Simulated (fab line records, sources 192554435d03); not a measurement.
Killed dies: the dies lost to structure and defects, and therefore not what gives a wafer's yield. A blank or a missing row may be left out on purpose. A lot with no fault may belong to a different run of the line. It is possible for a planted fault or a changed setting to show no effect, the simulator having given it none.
The tool behind it: which one? ; flow n5Finfet ; Sampling: 10 lots, 25 wafers, 4 of 1938 route steps

WHAT EACH GAUGE READ, for each wafer
N5_MOL_CONTACT_COAG_INSPECT_97: inspects for defects (darkfield).
lot;measured;on;rawDefectCount
L456;day 5 10:28;defectInspect-01;41 36
L457;day 5 19:19;defectInspect-01;50 48 48
L458;day 5 22:17;defectInspect-01;41 28
L461;day 6 15:31;defectInspect-01;34 30 45
L464;day 7 05:53;defectInspect-01;26 20
L467;day 8 02:19;defectInspect-01;42 42
L468;day 8 08:53;defectInspect-01;40 39 28
L469;day 8 17:02;defectInspect-02;54 74 42
L477;day 10 16:20;defectInspect-02;59 19
L479;day 11 04:08;defectInspect-02;46 45 57

EACH LOT AND THE TOOL THAT RAN IT (in order: tool; ch and the chambers of the sampled wafers; start)
lot;N5_MOL_CONTACT_COAG_DESCUM_45;N5_MOL_CONTACT_COAG_ETCH_124;N5_MOL_CONTACT_COAG_CVD_140
L456;rieDiel-06 ch 1,2, day 5 03:41;rieDiel-03 ch 0,2, day 5 04:14;cvdW-02 ch 0,1, day 5 04:41
L457;rieDiel-06 ch 0,1,2, day 5 14:34;rieDiel-06 ch 0,1,2, day 5 15:09;cvdW-01 ch 1, day 5 15:37
L458;rieDiel-03 ch 0,3, day 5 16:21;rieDiel-06 ch 1,2, day 5 17:21;cvdW-02 ch 0, day 5 17:49
L461;rieDiel-03 ch 1,2,3, day 6 10:53;rieDiel-06 ch 0,2, day 6 11:24;cvdW-01 ch 0,1, day 6 11:51
L464;rieDiel-03 ch 0,1, day 7 01:04;rieDiel-03 ch 0,3, day 7 01:39;cvdW-01 ch 0, day 7 02:07
L467;rieDiel-03 ch 1, day 7 21:11;rieDiel-02 ch 0,3, day 7 21:41;cvdW-01 ch 1, day 7 22:13
L468;rieDiel-03 ch 1,2,3, day 8 04:13;rieDiel-03 ch 0,1,2, day 8 04:43;cvdW-01 ch 1, day 8 05:11
L469;rieDiel-03 ch 1,2,3, day 8 11:25;rieDiel-06 ch 0,1,2, day 8 12:55;cvdW-01 ch 0, day 8 13:22
L477;rieDiel-02 ch 0,3, day 10 11:10;rieDiel-03 ch 1,3, day 10 12:08;cvdW-02 ch 1, day 10 12:40
L479;rieDiel-06 ch 0,1,3, day 10 23:31;rieDiel-03 ch 0,2,3, day 11 00:01;cvdW-01 ch 0,1, day 11 00:28
- N5_MOL_CONTACT_COAG_DESCUM_45: chemistry O2, time 7 s.
- N5_MOL_CONTACT_COAG_ETCH_124: etches SiNx in CH3F/O2, stops on SiOC, target depth 6.5 nm.
- N5_MOL_CONTACT_COAG_CVD_140: deposits W, target thk 66.5 nm, time 215 s.

THE ANSWER, worked out from the rows above alone
Rule: usual is defined by the lots themselves. The widest of any qualifying gaps counts: lots, ordered by their means at a reading, are off when they make up no more than a third of the lots, leave a main group of 4 or more, and stand apart from it by 3 or more times the standard deviation of that group's means. If all means in a main group match to the digits the tables above print for the reading, that group is not used. Also off: a lot with no number at a reading for which 4 or more lots have one. Where the step has rows for the other lots, those lots are counted as sound.
No lot is off at any reading shown: from this, nothing can be told.

WHAT THE SIMULATOR HAD INSERTED
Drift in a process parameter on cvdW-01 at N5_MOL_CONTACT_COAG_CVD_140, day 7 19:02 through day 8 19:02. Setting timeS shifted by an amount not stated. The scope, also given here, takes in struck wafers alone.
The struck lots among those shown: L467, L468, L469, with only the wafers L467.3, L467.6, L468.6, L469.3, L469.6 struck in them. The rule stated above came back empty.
